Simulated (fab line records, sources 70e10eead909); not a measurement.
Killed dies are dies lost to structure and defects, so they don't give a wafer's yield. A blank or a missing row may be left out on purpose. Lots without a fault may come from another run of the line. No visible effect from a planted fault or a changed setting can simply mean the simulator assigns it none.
A lot that was struck, set against a sound lot + flow nandHarc + 28 out of 1302 route steps
Sound: these wafers, L739.2, L739.4, L739.6. Struck: wafers L754.2, L754.3, L754.4. The cause is given at the end.
Per side, at each step with rows, come the tool, then ch with its chambers, and then its first start. Under that, the readings that differ: sound wafers + struck wafers + difference of the means + sigmas: that difference in standard deviations of wafers without a fault.
alike: same words and numbers on both sides, and readings whose means sit less than 2 such deviations apart. not compared: any withheld reading, any reading some wafer has no value for, any bound like >300 that may hide the same value, and any number with overlapping values for which the record gives no deviation.
A row with sigmas, a row that says differs or no value, or rows on one side alone: a step with any of these is where the two part. When numbers do not overlap yet have no deviation, they are printed without sigmas and do not part them. Lack of a reading on every wafer of one side parts them only where that side has two or more wafers.

first, 1 step without rows for these wafers: NHARC_P_ZERO_WELL_HARDBAKE_53 (time 80 s).
NHARC_P_ZERO_WELL_DESCUM_54: chemistry O2, time 3 s.
  sound on rieDiel-09 ch 0,2, day 4 14:02; struck on rieDiel-09 ch 0,1,2, day 10 22:15
  alike: drypumpMotorCurrentA, oesProductAu, rfVppV, showerheadPlenumPTorr, throttleValvePct
  not compared: rfHoursCounterH
then, 5 steps without rows for these wafers: NHARC_P_ZERO_WELL_IMPLANT_55; NHARC_P_ZERO_WELL_IMPLANT_61; NHARC_P_ZERO_WELL_STRIP_56 (strips in SPM, time 840 s); NHARC_P_ZERO_WELL_PRECLEAN_68 (cleans in SC1, time 60 s); NHARC_P_ZERO_WELL_SRD_69.
NHARC_P_ZERO_WELL_RTA_42: time 300 s.
  sound on rtpAnneal-01 ch 0, day 4 15:07; struck on rtpAnneal-02 ch 0, day 10 23:19
| reading             | sound          | struck         | difference | sigmas |
|---------------------|----------------|----------------|------------|--------|
| lamp_zone_2_pct (%) | 35.0 34.9 34.9 | 33.4 33.3 33.4 | -1.6       | -2     |
  alike: lampPowerPct, wafer_temp_C_max
NHARC_P_ZERO_WELL_INSPECT_43:
  sound: defectInspect-01 at day 4 15:41; struck: defectInspect-01 at day 10 23:53
  alike: rawDefectCount
then, 3 steps without rows for these wafers: NHARC_P_STI_ETCH_26 (etches SiO2 in dHF, target depth 11 nm); NHARC_P_STI_PRECLEAN_27 (cleans in SC1); NHARC_P_STI_SRD_28.
NHARC_P_STI_OXIDE_29: material SiO2, target thk 10 nm, ox time 1362 s.
  sound on furnace-08 ch 0, day 4 20:01; struck on furnace-03 ch 0, day 11 03:08
then, 10 steps without rows for these wafers: NHARC_P_STI_HM_DEP_30 (deposits Si3N4, target thk 80 nm, time 873 s); NHARC_P_STI_DEHYDRATE_01 (time 120 s); NHARC_P_STI_HMDS_02 (time 30 s); NHARC_P_STI_COAT_41 (time 65 s); NHARC_P_STI_COAT_03 (resist thk 600 nm); NHARC_P_STI_SOFTBAKE_04 (time 70 s); NHARC_P_STI_EBR_05; NHARC_P_STI_EXPOSE_06 (exposes mask P STI, target cd 200 nm); NHARC_P_STI_PEB_07 (peb time 80 s); NHARC_P_STI_DEVELOP_08 (time 50 s).
NHARC_P_STI_CD_MEAS_09: the cd target is 200 nm.
  sound on cdSem-03 ch 0, day 5 07:05; struck on cdSem-02 ch 0, day 11 14:22
  alike: cdNm
NHARC_P_STI_OVL_MEAS_10:
  sound: overlay-02 at day 5 07:10; struck: overlay-02 at day 11 14:27
  alike: overlayXNm, overlayYNm
NHARC_P_STI_INSPECT_11:
  sound: defectInspect-01 at day 5 07:12; struck: defectInspect-02 at day 11 14:29
| reading        | sound | struck   | difference | sigmas |
|----------------|-------|----------|------------|--------|
| rawDefectCount | 9 8 7 | 32 31 42 | +27        | +11    |
then, 1 step without rows for these wafers: NHARC_P_STI_HARDBAKE_13 (time 65 s).
-- the record jumps here: 22 days lie between the struck wafers' starts before and after (it left off in module P_STI and takes up again in module END, whose first step shown is number 1302 of the route) --
NHARC_END_SORT_01:
  the record has rows for the struck wafers here (prober-01 ch 0, day 33 09:23) and none for the sound ones

WHERE THEY PART
Earliest at NHARC_P_ZERO_WELL_RTA_42; latest, in this record, at NHARC_END_SORT_01.

WHY: whatever the simulator had introduced
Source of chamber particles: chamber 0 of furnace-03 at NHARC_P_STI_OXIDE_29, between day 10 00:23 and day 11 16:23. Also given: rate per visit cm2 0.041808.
